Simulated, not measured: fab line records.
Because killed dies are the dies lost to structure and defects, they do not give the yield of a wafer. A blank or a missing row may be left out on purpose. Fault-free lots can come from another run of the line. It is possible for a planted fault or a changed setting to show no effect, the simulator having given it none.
Code-filled problem report in 8D (eight disciplines) form :: flow n5-finfet :: the parts of the form that need people (team, actions taken, sign-off) are left out

== 1. THE ISSUE ==
Wafers without a fault read 408, standard deviation 99; raw-defect-count at N5_BEOL_M8_INSPECT_13 reads a mean of 1566 on 6 wafers belonging to 2 lots. That puts it +12 standard deviations away from the usual mean.
The step: inspects for defects (brightfield).
First seen on wafer L720.2, day 15 01:14, on defect-inspect-02. Wafers with a number at this step in the record: 27, from 9 lots. Rule for "out", or "out of limits": more than 4 standard deviations from the usual mean. All remaining wafers that have a number are taken as sound.

== 2. WHAT IT IS; WHAT IT IS NOT ==
question: which readings at this step
is: raw-defect-count
is not: -

question: which lots
is: L720, L722
is not: L699, L702, L704, L707, L711, L716, L718

question: which wafers of those lots
is: all that have a number
is not: -

question: read on which gauges
is: defect-inspect-01, defect-inspect-02
is not: -

question: when
is: from day 15 01:14
is not: up to then (21 sound wafers)

== 3. THE SUSPECTS, EACH WITH WHAT RULES IT OUT ==
Counting: a tool at a process step up to the reading stays a suspect if it ran every lot that is out and no sound lot after the first of them.
- the gauge at N5_BEOL_M8_INSPECT_13: ruled out. Those wafers that are out were read across 2 gauges (defect-inspect-01, defect-inspect-02).
- pecvd-04 at N5_BEOL_M8_ILD_DEP_00 (deposits SiCOH lowk from DEMS/porogen, target thk 179.75 nm, time 33.4 s): kept. It processed each lot that is out, first L720 at day 14 21:58, and no sound lot thereafter; up to then, the last sound lot it processed was L718 at day 14 05:19.
The count leaves pecvd-04 at N5_BEOL_M8_ILD_DEP_00.

== 4. THE CAUSE (what the simulator had put in) ==
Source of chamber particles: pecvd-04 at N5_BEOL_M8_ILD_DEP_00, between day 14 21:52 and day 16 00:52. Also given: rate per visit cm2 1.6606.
After counting, this tool was the only one left.

== 5. SEQUENCE OF EFFECTS, ordered by route ==
Each row: a reading whose mean over the struck wafers that have a number lies more than 3 standard deviations from the usual. Only readings for which the record gives a usual standard deviation are gone through. hours: the time from each lot's start at the first step in this table that gives one to its start at this step, as a median over the lots. sigmas: the change in usual standard deviations.
hours: 0
step: N5_BEOL_M8_INSPECT_13
reading: raw-defect-count
usual: 408
on struck wafers: 1566
change: +1158
sigmas: +12

hours: 2
step: N5_BEOL_M8_INSPECT_30
reading: raw-defect-count
usual: 407
on struck wafers: 1550
change: +1143
sigmas: +12

hours: 77
step: N5_PASSIVATION_PROBE_49
reading: defect-limited-yield
usual: 91.7 %
on struck wafers: 81.4
change: -10.3
sigmas: -6.9

hours: 77
step: N5_PASSIVATION_PROBE_49
reading: killed_at_M4_up
usual: 12
on struck wafers: 140
change: +128
sigmas: +29

hours: 77
step: N5_PASSIVATION_PROBE_49
reading: killed-dies
usual: 97
on struck wafers: 220
change: +122
sigmas: +7.2

hours: 77
step: N5_PASSIVATION_PROBE_49
reading: sort_bin_5_function
usual: 4.8 %
on struck wafers: 11.1
change: +6.3
sigmas: +7.0

hours: 77
step: N5_PASSIVATION_PROBE_49
reading: sort-n-pass
usual: 1083
on struck wafers: 960
change: -122
sigmas: -7.2

hours: 77
step: N5_PASSIVATION_PROBE_49
reading: sort-yield-pct
usual: 91.7 %
on struck wafers: 81.4
change: -10.3
sigmas: -6.9
It contains these process steps:
- N5_PASSIVATION_PROBE_49

== 6. WHAT WOULD HAVE CAUGHT IT SOONER ==
Counted from the fault's start at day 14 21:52, it took 3 hours until the first out-of-limits reading at a measuring or inspecting step in this record, taken at day 15 01:14.
Of the tool readings at N5_BEOL_M8_ILD_DEP_00 for which the record gives a usual standard deviation, none was out on any struck wafer, so an alarm limit of 4 standard deviations on them would not have fired.
L722, from the lots that are out (2), started N5_BEOL_M8_ILD_DEP_00 on pecvd-04 later than day 15 01:14. It would have been spared by a hold on the tool at that moment.
